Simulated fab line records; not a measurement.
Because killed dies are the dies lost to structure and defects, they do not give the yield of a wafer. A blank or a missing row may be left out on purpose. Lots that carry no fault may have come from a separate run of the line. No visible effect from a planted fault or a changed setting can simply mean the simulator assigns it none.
Which of the tools did it? | flow nandHarc | 12 lots, 36 wafers sampled, at 6 steps of a route of 1302

WHAT THE GAUGES READ, wafer by wafer
NHARC_P_ZERO_WELL_CD_MEAS_24: the cd target is 720 nm.
lot  | measured     | on       | cdNm (nm)
L614 | day 1 22:36  | cdSem-01 | 720.5 721.8 721.6
L615 | day 2 08:43  | cdSem-03 | 719.7 720.7 719.2
L616 | day 2 18:36  | cdSem-02 | 719.9 719.9 720.1
L617 | day 3 04:41  | cdSem-01 | 721.1 720.2 721.4
L619 | day 4 00:34  | cdSem-02 | 721.3 720.4 721.7
L621 | day 4 21:01  | cdSem-01 | 720.8 718.5 718.9
L622 | day 5 06:43  | cdSem-02 | 721.7 720.2 721.1
L627 | day 7 08:27  | cdSem-02 | 715.9 715.8 714.9
L630 | day 8 14:36  | cdSem-03 | 722.0 720.3 720.5
L635 | day 10 16:45 | cdSem-02 | 720.7 721.0 719.3
L636 | day 11 02:29 | cdSem-03 | 720.9 721.1 721.9
L637 | day 11 12:34 | cdSem-01 | 720.1 720.4 719.0

NHARC_P_STI_CD_MEAS_09: the cd target is 200 nm.
lot  | measured     | on       | cdNm (nm)
L614 | day 2 22:05  | cdSem-02 | 200.4 200.3 200.4
L615 | day 3 09:05  | cdSem-02 | 199.1 199.4 199.5
L616 | day 3 16:31  | cdSem-03 | 201.7 201.2 200.7
L617 | day 4 01:47  | cdSem-01 | 197.2 197.6 198.7
L619 | day 4 22:32  | cdSem-01 | 198.2 197.0 199.4
L621 | day 5 17:22  | cdSem-02 | 199.6 200.9 198.7
L622 | day 6 03:30  | cdSem-03 | 199.8 199.3 199.6
L627 | day 8 05:26  | cdSem-01 | 202.0 200.2 200.5
L630 | day 9 13:09  | cdSem-02 | 200.2 200.1 198.9
L635 | day 11 15:51 | cdSem-03 | 202.0 201.3 200.5
L636 | day 12 00:26 | cdSem-03 | 198.4 199.0 200.6
L637 | day 12 08:37 | cdSem-03 | 201.9 202.1 201.8

NHARC_P_STI_INSPECT_11.
lot  | measured     | on               | rawDefectCount
L614 | day 2 22:13  | defectInspect-02 | 5 4 8
L615 | day 3 09:13  | defectInspect-02 | 8 7 4
L616 | day 3 16:39  | defectInspect-01 | 6 5 3
L617 | day 4 01:54  | defectInspect-01 | 5 8 5
L619 | day 4 22:39  | defectInspect-01 | 9 5 7
L621 | day 5 17:29  | defectInspect-02 | 4 7 6
L622 | day 6 03:37  | defectInspect-01 | 5 6 4
L627 | day 8 05:34  | defectInspect-01 | 8 9 5
L630 | day 9 13:17  | defectInspect-02 | 7 6 8
L635 | day 11 15:58 | defectInspect-02 | 5 5 7
L636 | day 12 00:34 | defectInspect-02 | 8 3 3
L637 | day 12 08:44 | defectInspect-01 | 4 13 15

NHARC_END_SORT_01.
lot  | measured     | on        | killedAtArray | killedAtOther | killedAtPeriphery | killedDies | killedOpen | killedShort
L615 | day 25 02:49 | prober-01 | 69 57 56      | 2 1 2         | 4 2 0             | 75 60 58   | 1 4 5      | 3 0 3
L617 | day 26 17:32 | prober-02 | 67 54 59      | 0 1 0         | 5 2 9             | 72 57 68   | 6 3 3      | 2 1 1
L619 | day 27 00:24 | prober-02 | 69 59 75      | 0 1 0         | 5 3 0             | 74 63 75   | 3 1 3      | 2 2 1
L630 | day 30 23:29 | prober-02 | 45 40 49      | 0 0 1         | 5 4 6             | 50 44 56   | 3 3 3      | 1 5 2
L635 | day 33 11:07 | prober-02 | 23 26 21      | 0 0 2         | 5 5 4             | 28 31 27   | 4 1 3      | 2 0 2
L637 | day 34 08:46 | prober-02 | 51 36 42      | 1 0 0         | 1 2 0             | 53 38 42   | 3 1 2      | 3 3 4

WHAT TOOL EACH LOT RAN ON (gives the tool, then ch and the chambers of the sampled wafers, and finally the start)
lot  | NHARC_P_ZERO_WELL_EXPOSE_21      | NHARC_P_STI_ETCH_31
L614 | krfScanner-04 ch 0, day 1 22:26  | rieDiel-10 ch 0,2, no start
L615 | krfScanner-04 ch 0, day 2 08:34  | rieDiel-10 ch 1,3, day 25 02:49 or earlier
L616 | krfScanner-02 ch 0, day 2 18:26  | rieDiel-10 ch 0,2,3, no start
L617 | krfScanner-04 ch 0, day 3 04:32  | rieDiel-01 ch 0,1,2, day 26 17:32 or earlier
L619 | krfScanner-04 ch 0, day 4 00:25  | rieDiel-08 ch 1,3, day 27 00:24 or earlier
L621 | krfScanner-03 ch 0, day 4 20:52  | rieDiel-08 ch 0,3, no start
L622 | krfScanner-04 ch 0, day 5 06:34  | rieDiel-10 ch 0,2,3, no start
L627 | krfScanner-04 ch 0, day 7 08:18  | rieDiel-08 ch 0,1,2, no start
L630 | krfScanner-03 ch 0, day 8 14:26  | rieDiel-08 ch 0,3, day 30 23:29 or earlier
L635 | krfScanner-03 ch 0, day 10 16:36 | rieDiel-08 ch 2,3, day 33 11:07 or earlier
L636 | krfScanner-03 ch 0, day 11 02:20 | rieDiel-10 ch 1,2,3, no start
L637 | krfScanner-04 ch 0, day 11 12:24 | rieDiel-01 ch 0,2,3, day 34 08:46 or earlier
- NHARC_P_ZERO_WELL_EXPOSE_21: exposes mask P NWELL, target cd 720 nm.
- NHARC_P_STI_ETCH_31: etches the open film in CF4/CHF3, target depth 108.9 nm, time 54.5 s.

AS READ BY THE TOOLS THEMSELVES (means over the sampled wafers that have a number; for cases with no such wafer, the mark the record gives instead)
NHARC_P_ZERO_WELL_EXPOSE_21.
lot  | tool          | focusOffsetNm (nm)
L614 | krfScanner-04 | -0.4
L615 | krfScanner-04 | 0.1
L616 | krfScanner-02 | 0.3
L617 | krfScanner-04 | -0.2
L619 | krfScanner-04 | -0.5
L621 | krfScanner-03 | 0.0
L622 | krfScanner-04 | 0.2
L627 | krfScanner-04 | -0.4
L630 | krfScanner-03 | -0.7
L635 | krfScanner-03 | 0.7
L636 | krfScanner-03 | -0.1
L637 | krfScanner-04 | 0.3

NHARC_P_STI_ETCH_31.
lot  | tool       | drypumpMotorCurrentA (A) | oesProductAu (a.u.) | rfVppV (V) | showerheadPlenumPTorr (Torr) | throttleValvePct (%)
L614 | rieDiel-10 | 5.4                      | 0.937               | 372.9      | 1.66                         | 16.795
L615 | rieDiel-10 | 5.4                      | 0.953               | 367.9      | 1.49                         | 16.799
L616 | rieDiel-10 | 5.4                      | 0.973               | 371.4      | 1.61                         | 16.813
L617 | rieDiel-01 | 5.5                      | 0.967               | 372.2      | 1.61                         | 16.809
L619 | rieDiel-08 | 5.6                      | 0.972               | 371.9      | 1.61                         | 16.797
L621 | rieDiel-08 | 5.4                      | 0.971               | 368.0      | 1.51                         | 16.799
L622 | rieDiel-10 | 5.4                      | 0.933               | 371.1      | 1.61                         | 16.810
L627 | rieDiel-08 | 5.9                      | 0.938               | 369.9      | 1.56                         | 16.796
L630 | rieDiel-08 | 5.5                      | 0.968               | 368.4      | 1.50                         | 16.788
L635 | rieDiel-08 | 5.8                      | 0.968               | 368.2      | 1.49                         | 16.795
L636 | rieDiel-10 | 5.3                      | 0.964               | 369.7      | 1.54                         | 16.805
L637 | rieDiel-01 | 5.5                      | 0.974               | 370.9      | 1.61                         | 16.812

THE ANSWER, worked out from the rows above alone
Rule: the usual values come from the lots themselves. The widest of any qualifying gaps counts: lots, ordered by their means at a reading, are off when they make up no more than a third of the lots, leave a main group of 4 or more, and stand apart from it by 3 or more times the standard deviation of that group's means. A main group whose means are all the same, to the digits that the tables above print for the reading, isn't used. Also off: a lot with no number at a reading for which 4 or more lots have one. Where the step has rows for the other lots, those lots are counted as sound. The gauges are gone through in route order, then the tools' own readings, and for those a lot's mean is taken as printed above. At the first step where some lot is off, the reading lying furthest off is the one used; lots without a number count as furthest.
Off: L627, at NHARC_P_ZERO_WELL_CD_MEAS_24 (cdNm). Main group: mean 720.5 nm, sd 0.65.
If a tool, at a process step before that reading, ran all the lots that are off and no sound lot after the first of them, it fits. Not tried: the gauges at NHARC_P_ZERO_WELL_CD_MEAS_24; whatever is off there is also off at NHARC_P_STI_ETCH_31, on other tools, and gauge error can't account for it. None of those tried fits.

WHAT HAD BEEN PUT IN BY THE SIMULATOR
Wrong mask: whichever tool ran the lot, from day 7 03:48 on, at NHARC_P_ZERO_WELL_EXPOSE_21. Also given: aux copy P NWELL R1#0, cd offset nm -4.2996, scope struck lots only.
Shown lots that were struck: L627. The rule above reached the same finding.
